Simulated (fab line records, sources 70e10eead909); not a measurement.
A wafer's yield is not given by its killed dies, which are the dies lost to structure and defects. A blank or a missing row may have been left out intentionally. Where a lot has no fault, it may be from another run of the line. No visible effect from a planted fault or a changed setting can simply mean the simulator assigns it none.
A lot that was struck, set against a sound lot + flow nand harc + 43 steps out of a route of 1159
Sound: wafers L480.1, L480.4, L480.5. Struck: wafer L481.1. The cause comes at the end.
Order at every step that has rows: each side's tool, ch and its chambers, its first start. Under that, the readings that differ: sound wafers + struck wafers + difference of the means + sigmas: that difference in standard deviations of wafers without a fault.
alike: words and numbers the same on both sides, and readings whose means are apart by under 2 such deviations; not compared: readings that were withheld, readings missing a value for some wafer, numbers with overlapping values and no deviation given by the record, and bounds like >300 which may hide the same value.
Wherever a step has rows on one side only, a row that says differs or no value, or a row with sigmas, the two part there. When numbers do not overlap yet have no deviation, they are printed without sigmas and do not part them. A reading missing from all wafers of one side parts the sides only when that side holds two or more wafers.

NHARC_P_M2_DEGAS_29: time 60 s.
  struck on pvd sputter-01, day 9 13:14; sound on pvd sputter-01, day 9 06:23
  alike: heater power w
then, 6 steps without rows for these wafers: NHARC_P_M2_PRE_CLEAN_30 (time 30 s); NHARC_P_M2_PVD_20 (deposits TaN, target thk 5 nm, time 8.06 s); NHARC_P_M2_PVD_21 (deposits Cu, target thk 30 nm, time 20.49 s); NHARC_P_M2_ECD_22 (material Cu, target thk 400 nm); NHARC_P_M2_ANNEAL_31 (time 90 s); NHARC_P_M2_CMP_23 (polishes, t overpolish 20 s, target thk 144.3 nm).
NHARC_P_M2_THK_MEAS_24: measures by xrf.
  struck on film metro-02, day 9 14:38; sound on film metro-01, day 9 07:47
  alike: thk nm
next, for these wafers, 1 step has no rows: NHARC_P_M2_SRD_25.
NHARC_P_M2_INSPECT_27:
  struck on defect inspect-02, day 9 14:47; sound on defect inspect-02, day 9 07:56
  alike: raw defect count
then, 1 step without rows for these wafers: NHARC_P_M2_PRE_CLEAN_32 (time 12 s).
NHARC_P_M2_DEP_33: deposits SiCN, target thk 30 nm.
  sound on pecvd-02 ch 0,1,2, day 9 08:11; struck on pecvd-02 ch 1, day 9 14:59
  alike: heater power w, showerhead vpp V
  not compared: since wet clean h
then, 2 steps without rows for these wafers: NHARC_P_BONDPAD_DEP_00 (deposits SiCN, target thk 250 nm); NHARC_P_BONDPAD_CMP_32 (polishes SiCN, target thk 200 nm).
NHARC_P_BONDPAD_THK_MEAS_33: measures by ellipsometry.
  struck on film metro-02, day 9 16:01; sound on film metro-01, day 9 09:09
  alike: thk nm
then, 10 steps without rows for these wafers: NHARC_P_BONDPAD_SRD_34; NHARC_P_BONDPAD_DEHYDRATE_01 (time 120 s); NHARC_P_BONDPAD_HMDS_02 (time 30 s); NHARC_P_BONDPAD_COAT_36 (time 65 s); NHARC_P_BONDPAD_COAT_03 (resist thk 600 nm); NHARC_P_BONDPAD_SOFTBAKE_04 (time 70 s); NHARC_P_BONDPAD_EBR_05; NHARC_P_BONDPAD_EXPOSE_06 (exposes mask P BPAD); NHARC_P_BONDPAD_PEB_07 (peb time 80 s); NHARC_P_BONDPAD_DEVELOP_08 (time 50 s).
NHARC_P_BONDPAD_CD_MEAS_09: the cd target is 500 nm.
  sound on cd sem-02 ch 0, day 9 09:36; struck on cd sem-01 ch 0, day 9 16:27
  alike: cd nm
NHARC_P_BONDPAD_OVL_MEAS_38:
  struck on overlay-02, day 9 16:32; sound on overlay-01, day 9 09:41
  alike: overlay x nm, overlay y nm
then, 1 step without rows for these wafers: NHARC_P_BONDPAD_HARDBAKE_10 (time 65 s).
NHARC_P_BONDPAD_DESCUM_11: chemistry O2, time 3 s.
  sound on rie diel-01 ch 1,2, day 9 09:49; struck on rie diel-01 ch 2, day 9 16:41
| reading                | sound                | struck | difference | sigmas |
|------------------------|----------------------|--------|------------|--------|
| oes product au (a.u.)  | 0.976 1.004 0.970    | 1.012  | +0.029     | +3     |
| throttle valve pct (%) | 11.298 11.306 11.330 | 11.328 | +0.017     | +2     |
  alike: drypump motor current A, mfc ar sccm, rf vpp V, showerhead plenum p Torr
  not compared: rf hours counter h
then, 2 steps without rows for these wafers: NHARC_P_BONDPAD_ETCH_37 (etches the open film in N2/H2, target depth 60 nm, overetch 18 nm, time 65.91 s); NHARC_P_BONDPAD_ETCH_12 (etches the open film in CHF3/O2, target depth 200 nm, time 100 s).
NHARC_P_BONDPAD_CD_MEAS_13:
  struck on cd sem-01, day 9 16:59; sound on cd sem-02, day 9 10:08
  alike: cd nm
NHARC_P_BONDPAD_STRIP_15: strips in O2.
  sound on rie diel-01 ch 1,2,3, day 9 10:12; struck on rie diel-11 ch 2, day 9 17:06
  alike: drypump motor current A, mfc ar sccm, oes product au, rf vpp V, showerhead plenum p Torr, throttle valve pct
  not compared: rf hours counter h
NHARC_P_BONDPAD_ETCH_24: etches the open film in CF4/N2, target depth 30 nm, time 72.99 s.
  sound on rie diel-01 ch 0,2; struck on rie diel-11 ch 0
  alike: drypump motor current A, mfc ar sccm, oes product au, rf vpp V, showerhead plenum p Torr, throttle valve pct
  not compared: rf hours counter h
then, 1 step without rows for these wafers: NHARC_P_BONDPAD_STRIP_16 (strips in post etch residue remover, time 600 s).
NHARC_P_BONDPAD_DEGAS_25: time 60 s.
  struck on pvd sputter-03, day 9 17:39; sound on pvd sputter-01, day 9 10:45
  alike: heater power w
then, 5 steps without rows for these wafers: NHARC_P_BONDPAD_PRE_CLEAN_26 (time 30 s); NHARC_P_BONDPAD_PVD_17 (deposits TaN, target thk 5 nm, time 8.06 s); NHARC_P_BONDPAD_PVD_27 (deposits Cu, target thk 30 nm, time 20.49 s); NHARC_P_BONDPAD_ECD_18 (material Cu, target thk 400 nm); NHARC_P_BONDPAD_ANNEAL_28 (time 90 s).
NHARC_P_BONDPAD_ACTIVATE_29: chemistry N2, time 60 s.
  sound on rie diel-05 ch 1,2,3, day 9 12:30; struck on rie diel-11 ch 3, day 9 22:31
| reading                     | sound       | struck                   | difference                   | sigmas |
|-----------------------------|-------------|--------------------------|------------------------------|--------|
| hold                        | - - -       | await dispo/3.0h/release | no value on the sound wafers |        |
| drypump motor current A (A) | 5.5 6.0 6.4 | 5.3                      | -0.7                         | -2     |
| mfc ar sccm (sccm)          | 0.017 0 0   | 0.040                    | +0.034                       | +3     |
  alike: oes product au, rf vpp V, showerhead plenum p Torr
  not compared: rf hours counter h
-- record jumps: 16 days between struck wafers' starts before vs after; left off in module P_BONDPAD, resumes in module END, first step shown is number 1159 of the route --
NHARC_END_SORT_01:
  here the record holds rows for the struck wafers (prober-02 ch 0, day 25 15:51) but none for the sound ones

## WHERE THEY PART
Earliest at NHARC_P_BONDPAD_DESCUM_11; latest, in this record, at NHARC_END_SORT_01.

WHY: what had been put in by the simulator
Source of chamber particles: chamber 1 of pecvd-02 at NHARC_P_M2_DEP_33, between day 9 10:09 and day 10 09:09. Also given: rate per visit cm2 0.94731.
